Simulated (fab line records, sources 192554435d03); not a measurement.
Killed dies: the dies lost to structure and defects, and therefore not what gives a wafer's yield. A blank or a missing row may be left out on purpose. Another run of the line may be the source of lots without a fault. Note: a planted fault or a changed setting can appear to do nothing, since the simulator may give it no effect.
Split-lot study | flow n5Finfet | route with 1938 steps; 7 lots, 39 wafers read

== THE SPLIT ITSELF ==
At N5_FIN_SAQP_HM_DEP_03 (deposits SiNx from SiH4/NH3/N2, target thk 38 nm, time 33.6 s), the setting timeS was moved away from the recipe's 33.6 s on 12 of the 39 wafers read, by -50.9% to +16.9%. For the rest of the wafers, this setting stayed at what the recipe calls for.

== FROM THE SPLIT TO THE READING: what the file shows between them, 6 steps ==
- N5_FIN_SAQP_THK_MEAS_05
- N5_FIN_SAQP_PECVD_47: deposits a-Si from SiH4/He, target thk 45 nm, time 36.3 s
- N5_FIN_SAQP_PECVD_48: deposits SiNx from SiH4/NH3/N2, target thk 25 nm, time 22.1 s
- N5_FIN_SAQP_SPACER2_ALD_28: deposits SiO2, target thk 8.1 nm, pulse time 1 s, purge time 2 s
- N5_FIN_SAQP_SPACER2_ETCHBACK_29: etches SiO2 in CHF3/O2, target depth 12.2 nm, time 6.1 s
- N5_FIN_SAQP_MANDREL2_REMOVE_60: chemistry HBr/Cl2/O2, target a-Si, stops on SiNx, bt time 10 s

== THE READING ==
etch.depthNm (the simulator's own value, which no gauge read), in nm, at N5_FIN_SAQP_HM_OPEN_33 (chemistry CH3F/O2, target SiNx, target depth 49.4 nm, time 70.6 s). The file does not state a usual value for it. The 27 wafers here that ran the recipe average 37.15 nm, standard deviation 0.42 nm.

wafer  | tool, chamber at the split | timeS as run, s | against the recipe | etch.depthNm, nm | against lot-mates on the recipe
L074.1 | pecvd-01, 2                | 33.6            | recipe             | 37.21            | -
L074.2 | pecvd-01, 1                | 39.29           | +16.9%             | 43.78            | +6.36
L074.3 | pecvd-01, 0                | 33.6            | recipe             | 37.06            | -
L074.4 | pecvd-01, 1                | 39.29           | +16.9%             | 43.96            | +6.54
L074.5 | pecvd-01, 2                | 39.29           | +16.9%             | 44.55            | +7.13
L074.6 | pecvd-01, 0                | 33.6            | recipe             | 37.99            | -
L075.1 | pecvd-04, 0                | 33.6            | recipe             | 36.63            | -
L075.2 | pecvd-04, 1                | 33.6            | recipe             | 36.83            | -
L075.3 | pecvd-04, 1                | 33.6            | recipe             | 36.95            | -
L075.4 | pecvd-04, 0                | 33.6            | recipe             | 36.78            | -
L075.5 | pecvd-04, 1                | 33.6            | recipe             | 37.06            | -
L075.6 | pecvd-04, 0                | 33.6            | recipe             | 37.07            | -
L083.1 | pecvd-04, 0                | 21.13           | -37.1%             | 22.93            | -13.87
L083.2 | pecvd-04, 1                | 33.6            | recipe             | 36.54            | -
L083.3 | pecvd-04, 2                | 33.6            | recipe             | 36.82            | -
L083.4 | pecvd-04, 2                | 33.6            | recipe             | 37.03            | -
L083.5 | pecvd-04, 0                | 21.13           | -37.1%             | 22.29            | -14.51
L083.6 | pecvd-04, 1                | 21.13           | -37.1%             | 22.77            | -14.03
L084.2 | pecvd-02, 0                | 33.6            | recipe             | 36.41            | -
L084.3 | pecvd-02, 1                | 33.6            | recipe             | 36.76            | -
L084.6 | pecvd-02, 2                | 33.6            | recipe             | 37.98            | -
L087.1 | pecvd-04, 0                | 16.49           | -50.9%             | 17.73            | -19.76
L087.2 | pecvd-04, 2                | 16.49           | -50.9%             | 17.85            | -19.64
L087.3 | pecvd-04, 1                | 33.6            | recipe             | 37.35            | -
L087.4 | pecvd-04, 0                | 33.6            | recipe             | 37.49            | -
L087.5 | pecvd-04, 2                | 33.6            | recipe             | 37.63            | -
L087.6 | pecvd-04, 1                | 16.49           | -50.9%             | 18.28            | -19.21
L096.1 | pecvd-04, 1                | 33.6            | recipe             | 36.89            | -
L096.2 | pecvd-04, 0                | 33.6            | recipe             | 36.88            | -
L096.3 | pecvd-04, 0                | 33.6            | recipe             | 37.46            | -
L096.4 | pecvd-04, 1                | 33.6            | recipe             | 37.22            | -
L096.5 | pecvd-04, 1                | 33.6            | recipe             | 37.46            | -
L096.6 | pecvd-04, 0                | 33.6            | recipe             | 37.33            | -
L097.1 | pecvd-04, 2                | 33.6            | recipe             | 36.87            | -
L097.2 | pecvd-04, 0                | 23.98           | -28.6%             | 26.22            | -11.20
L097.3 | pecvd-04, 1                | 23.98           | -28.6%             | 25.97            | -11.45
L097.4 | pecvd-04, 2                | 33.6            | recipe             | 37.94            | -
L097.5 | pecvd-04, 1                | 23.98           | -28.6%             | 26.61            | -10.81
L097.6 | pecvd-04, 0                | 33.6            | recipe             | 37.46            | -

FIT RESULTS
A straight line over all 39 wafers: etch.depthNm changes by +0.384 nm for each +1% of timeS; r = +1.00; the points scatter about the line by 0.43 nm.
The same after taking each lot's own level away (the mean of its wafers on the recipe; 39 wafers): +0.385 nm for each +1%; r = +1.00; scatter 0.34 nm.
According to that fit, moving timeS by its largest amount changes the reading by 20 nm.
The lots' own levels span 36.797 to 37.490 nm, that is 1.7 times the standard deviation above.
The two slopes agree, so the slope changes little with the lot-to-lot level.
Check: with one of the wafers moved furthest among these (-50.9%) left out of the fit, the line predicts -19.5 nm for it against its lot-mates. Against them it came out at -19.8 nm.

== THE WHOLE CHAIN: every reading that the file lists as answering this split, in the file's order ==
step                           | what it does                                                      | reading                                                                           | change (the file's fit)               | r (the file's)
N5_FIN_SAQP_HM_DEP_03          | deposits SiNx from SiH4/NH3/N2, target thk 38 nm, time 33.6 s     | SiNx_of_FIN_SAQP_HM_DEP_03.thkNm (the simulator's own value, which no gauge read) | +0.385 nm for each +1% of the setting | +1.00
N5_FIN_SAQP_THK_MEAS_05        |                                                                   | thkNm                                                                             | withheld for each +1% of the setting  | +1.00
N5_FIN_SAQP_MANDREL2_REMOVE_60 | chemistry HBr/Cl2/O2, target a-Si, stops on SiNx, bt time 10 s    | SiNx_of_FIN_SAQP_HM_DEP_03.thkNm (the simulator's own value, which no gauge read) | +0.384 nm for each +1% of the setting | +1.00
N5_FIN_SAQP_HM_OPEN_33         | chemistry CH3F/O2, target SiNx, target depth 49.4 nm, time 70.6 s | etchRfOnTimeS                                                                     | withheld for each +1% of the setting  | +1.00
N5_FIN_SAQP_HM_OPEN_33         | chemistry CH3F/O2, target SiNx, target depth 49.4 nm, time 70.6 s | etch.depthNm (the simulator's own value, which no gauge read)                     | +0.384 nm for each +1% of the setting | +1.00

== THE FILE'S OWN FIT ==
etch.depthNm changes by +0.384 nm for each +1% of timeS, r = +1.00.
